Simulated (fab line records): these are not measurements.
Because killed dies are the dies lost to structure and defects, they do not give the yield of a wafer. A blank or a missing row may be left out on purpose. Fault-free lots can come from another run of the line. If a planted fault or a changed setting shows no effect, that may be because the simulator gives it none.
Split-lot experiment :: flow n5 finfet :: 7 lots, 39 wafers read, on a route of 1938 steps

THE SPLIT ITSELF
At N5_SD_EPI_N_LINER_46 (material SiNx, target thk 3 nm), the setting target thk a was moved away from the recipe's 30 angstrom on 12 of the 39 wafers read, by +9.6% to +14.0%. This setting was run at the recipe's value on the other wafers.

FROM THE SPLIT TO THE READING: what the file shows between them, 3 steps
- N5_SD_EPI_P_COAT_34: time 60 s, resist thk 350 nm
- N5_SD_EPI_P_PRECLEAN_52: cleans in O3/DIW, time 60 s
- N5_SD_EPI_P_SRD_20: time 30 s

THE READING
SiNx_of_SD_EPI_N_LINER_46.thk nm (the simulator's own value, which no gauge read), in nm, at N5_SD_EPI_P_PRECLEAN_51 (cleans in NF3:NH3, afs cycles 1, time 20 s, sublimation time 60 s). No usual value for it is given in the file.

wafer: L077.1
tool, chamber at the split: ald sin-03, 1,2,3
target thk a as run, angstrom: 30
against the recipe: recipe
SiNx_of_SD_EPI_N_LINER_46.thk nm, nm: 2.6
against lot-mates on the recipe: -

wafer: L077.5
tool, chamber at the split: ald sin-03, 1,2,3
target thk a as run, angstrom: 30
against the recipe: recipe
SiNx_of_SD_EPI_N_LINER_46.thk nm, nm: 2.6
against lot-mates on the recipe: -

wafer: L077.6
tool, chamber at the split: ald sin-03, 1,2,3
target thk a as run, angstrom: 30
against the recipe: recipe
SiNx_of_SD_EPI_N_LINER_46.thk nm, nm: 2.6
against lot-mates on the recipe: -

wafer: L077.2
tool, chamber at the split: ald sin-03, 0,3,2
target thk a as run, angstrom: 32.89
against the recipe: +9.6%
SiNx_of_SD_EPI_N_LINER_46.thk nm, nm: 2.8
against lot-mates on the recipe: +0.2

wafer: L077.3
tool, chamber at the split: ald sin-03, 0,3,2
target thk a as run, angstrom: 32.89
against the recipe: +9.6%
SiNx_of_SD_EPI_N_LINER_46.thk nm, nm: 2.8
against lot-mates on the recipe: +0.2

wafer: L077.4
tool, chamber at the split: ald sin-03, 0,3,2
target thk a as run, angstrom: 32.89
against the recipe: +9.6%
SiNx_of_SD_EPI_N_LINER_46.thk nm, nm: 2.8
against lot-mates on the recipe: +0.2

wafer: L078.1
tool, chamber at the split: ald sin-04, 0,1,2
target thk a as run, angstrom: 30
against the recipe: recipe
SiNx_of_SD_EPI_N_LINER_46.thk nm, nm: 2.6
against lot-mates on the recipe: -

wafer: L078.3
tool, chamber at the split: ald sin-04, 0,1,2
target thk a as run, angstrom: 30
against the recipe: recipe
SiNx_of_SD_EPI_N_LINER_46.thk nm, nm: 2.6
against lot-mates on the recipe: -

wafer: L078.4
tool, chamber at the split: ald sin-04, 0,1,2
target thk a as run, angstrom: 30
against the recipe: recipe
SiNx_of_SD_EPI_N_LINER_46.thk nm, nm: 2.6
against lot-mates on the recipe: -

wafer: L078.2
tool, chamber at the split: ald sin-04, 3,1,0
target thk a as run, angstrom: 32.89
against the recipe: +9.6%
SiNx_of_SD_EPI_N_LINER_46.thk nm, nm: 2.8
against lot-mates on the recipe: +0.2

wafer: L078.5
tool, chamber at the split: ald sin-04, 3,1,0
target thk a as run, angstrom: 32.89
against the recipe: +9.6%
SiNx_of_SD_EPI_N_LINER_46.thk nm, nm: 2.8
against lot-mates on the recipe: +0.2

wafer: L078.6
tool, chamber at the split: ald sin-04, 3,1,0
target thk a as run, angstrom: 32.89
against the recipe: +9.6%
SiNx_of_SD_EPI_N_LINER_46.thk nm, nm: 2.8
against lot-mates on the recipe: +0.2

wafer: L080.1
tool, chamber at the split: ald sin-03, 3,1,2,0,1,0
target thk a as run, angstrom: 30
against the recipe: recipe
SiNx_of_SD_EPI_N_LINER_46.thk nm, nm: 2.6
against lot-mates on the recipe: -

wafer: L080.2
tool, chamber at the split: ald sin-03, 3,1,2,0,1,0
target thk a as run, angstrom: 30
against the recipe: recipe
SiNx_of_SD_EPI_N_LINER_46.thk nm, nm: 2.6
against lot-mates on the recipe: -

wafer: L080.3
tool, chamber at the split: ald sin-03, 3,1,2,0,1,0
target thk a as run, angstrom: 30
against the recipe: recipe
SiNx_of_SD_EPI_N_LINER_46.thk nm, nm: 2.6
against lot-mates on the recipe: -

wafer: L080.4
tool, chamber at the split: ald sin-03, 3,1,2,0,1,0
target thk a as run, angstrom: 30
against the recipe: recipe
SiNx_of_SD_EPI_N_LINER_46.thk nm, nm: 2.6
against lot-mates on the recipe: -

wafer: L080.5
tool, chamber at the split: ald sin-03, 3,1,2,0,1,0
target thk a as run, angstrom: 30
against the recipe: recipe
SiNx_of_SD_EPI_N_LINER_46.thk nm, nm: 2.6
against lot-mates on the recipe: -

wafer: L080.6
tool, chamber at the split: ald sin-03, 3,1,2,0,1,0
target thk a as run, angstrom: 30
against the recipe: recipe
SiNx_of_SD_EPI_N_LINER_46.thk nm, nm: 2.6
against lot-mates on the recipe: -

wafer: L087.1
tool, chamber at the split: ald sin-01, 2,3,2
target thk a as run, angstrom: 30
against the recipe: recipe
SiNx_of_SD_EPI_N_LINER_46.thk nm, nm: 2.6
against lot-mates on the recipe: -

wafer: L087.5
tool, chamber at the split: ald sin-01, 2,3,2
target thk a as run, angstrom: 30
against the recipe: recipe
SiNx_of_SD_EPI_N_LINER_46.thk nm, nm: 2.6
against lot-mates on the recipe: -

wafer: L087.6
tool, chamber at the split: ald sin-01, 2,3,2
target thk a as run, angstrom: 30
against the recipe: recipe
SiNx_of_SD_EPI_N_LINER_46.thk nm, nm: 2.6
against lot-mates on the recipe: -

wafer: L087.2
tool, chamber at the split: ald sin-01, 3,1,0
target thk a as run, angstrom: 33.15
against the recipe: +10.5%
SiNx_of_SD_EPI_N_LINER_46.thk nm, nm: 2.8
against lot-mates on the recipe: +0.2

wafer: L087.3
tool, chamber at the split: ald sin-01, 3,1,0
target thk a as run, angstrom: 33.15
against the recipe: +10.5%
SiNx_of_SD_EPI_N_LINER_46.thk nm, nm: 2.8
against lot-mates on the recipe: +0.2

wafer: L087.4
tool, chamber at the split: ald sin-01, 3,1,0
target thk a as run, angstrom: 33.15
against the recipe: +10.5%
SiNx_of_SD_EPI_N_LINER_46.thk nm, nm: 3
against lot-mates on the recipe: +0.4

wafer: L089.1
tool, chamber at the split: ald sin-04, 3,0,0
target thk a as run, angstrom: 34.2
against the recipe: +14.0%
SiNx_of_SD_EPI_N_LINER_46.thk nm, nm: 3
against lot-mates on the recipe: +0.4

wafer: L089.2
tool, chamber at the split: ald sin-04, 3,0,0
target thk a as run, angstrom: 34.2
against the recipe: +14.0%
SiNx_of_SD_EPI_N_LINER_46.thk nm, nm: 3
against lot-mates on the recipe: +0.4

wafer: L089.6
tool, chamber at the split: ald sin-04, 3,0,0
target thk a as run, angstrom: 34.2
against the recipe: +14.0%
SiNx_of_SD_EPI_N_LINER_46.thk nm, nm: 3
against lot-mates on the recipe: +0.4

wafer: L089.3
tool, chamber at the split: ald sin-04, 1,2,1
target thk a as run, angstrom: 30
against the recipe: recipe
SiNx_of_SD_EPI_N_LINER_46.thk nm, nm: 2.6
against lot-mates on the recipe: -

wafer: L089.4
tool, chamber at the split: ald sin-04, 1,2,1
target thk a as run, angstrom: 30
against the recipe: recipe
SiNx_of_SD_EPI_N_LINER_46.thk nm, nm: 2.6
against lot-mates on the recipe: -

wafer: L089.5
tool, chamber at the split: ald sin-04, 1,2,1
target thk a as run, angstrom: 30
against the recipe: recipe
SiNx_of_SD_EPI_N_LINER_46.thk nm, nm: 2.6
against lot-mates on the recipe: -

wafer: L092.1
tool, chamber at the split: ald sin-01, 3,2,2,3,3,2
target thk a as run, angstrom: 30
against the recipe: recipe
SiNx_of_SD_EPI_N_LINER_46.thk nm, nm: 2.6
against lot-mates on the recipe: -

wafer: L092.2
tool, chamber at the split: ald sin-01, 3,2,2,3,3,2
target thk a as run, angstrom: 30
against the recipe: recipe
SiNx_of_SD_EPI_N_LINER_46.thk nm, nm: 2.6
against lot-mates on the recipe: -

wafer: L092.3
tool, chamber at the split: ald sin-01, 3,2,2,3,3,2
target thk a as run, angstrom: 30
against the recipe: recipe
SiNx_of_SD_EPI_N_LINER_46.thk nm, nm: 2.6
against lot-mates on the recipe: -

wafer: L092.4
tool, chamber at the split: ald sin-01, 3,2,2,3,3,2
target thk a as run, angstrom: 30
against the recipe: recipe
SiNx_of_SD_EPI_N_LINER_46.thk nm, nm: 2.6
against lot-mates on the recipe: -

wafer: L092.5
tool, chamber at the split: ald sin-01, 3,2,2,3,3,2
target thk a as run, angstrom: 30
against the recipe: recipe
SiNx_of_SD_EPI_N_LINER_46.thk nm, nm: 2.6
against lot-mates on the recipe: -

wafer: L092.6
tool, chamber at the split: ald sin-01, 3,2,2,3,3,2
target thk a as run, angstrom: 30
against the recipe: recipe
SiNx_of_SD_EPI_N_LINER_46.thk nm, nm: 2.6
against lot-mates on the recipe: -

wafer: L094.3
tool, chamber at the split: ald sin-03, 2,3,2
target thk a as run, angstrom: 30
against the recipe: recipe
SiNx_of_SD_EPI_N_LINER_46.thk nm, nm: 2.6
against lot-mates on the recipe: -

wafer: L094.4
tool, chamber at the split: ald sin-03, 2,3,2
target thk a as run, angstrom: 30
against the recipe: recipe
SiNx_of_SD_EPI_N_LINER_46.thk nm, nm: 2.6
against lot-mates on the recipe: -

wafer: L094.6
tool, chamber at the split: ald sin-03, 2,3,2
target thk a as run, angstrom: 30
against the recipe: recipe
SiNx_of_SD_EPI_N_LINER_46.thk nm, nm: 2.6
against lot-mates on the recipe: -
Where a row lists several chambers, the file gives one row for several wafers and doesn't say which wafer went through which chamber.

THE FIT
A straight line over all 39 wafers: SiNx_of_SD_EPI_N_LINER_46.thk nm changes by +0.0251 nm for each +1% of target thk a; r = +0.97; the points scatter about the line by 0.034 nm.
The same after taking each lot's own level away (the mean of its wafers on the recipe; 39 wafers): +0.0251 nm for each +1%; r = +0.97; scatter 0.034 nm.
On that fit, the largest move of target thk a shifts the reading by 0.35 nm.
The lots' own levels span 2.60 to 2.60 nm.
The two slopes are in agreement: the lot-to-lot level therefore moves the slope only a little.
Check: with one of the wafers moved furthest among these (+14.0%) left out of the fit, the line predicts +0.342 nm for it against its lot-mates. It came out at +0.4 nm against them.

THE WHOLE CHAIN: every reading that the file lists as answering this split, in the file's order
step: N5_SD_EPI_N_LINER_46
what it does: material SiNx, target thk 3 nm
reading: SiNx_of_SD_EPI_N_LINER_46.thk nm (the simulator's own value, which no gauge read)
change (the file's fit): +0.0235 nm for each +1% of the setting
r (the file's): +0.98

step: N5_SD_EPI_P_PRECLEAN_51
what it does: cleans in NF3:NH3, afs cycles 1, time 20 s, sublimation time 60 s
reading: SiNx_of_SD_EPI_N_LINER_46.thk nm (the simulator's own value, which no gauge read)
change (the file's fit): +0.0249 nm for each +1% of the setting
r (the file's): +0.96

THE FILE'S OWN FIT
SiNx_of_SD_EPI_N_LINER_46.thk nm changes by +0.0249 nm for each +1% of target thk a, r = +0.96.
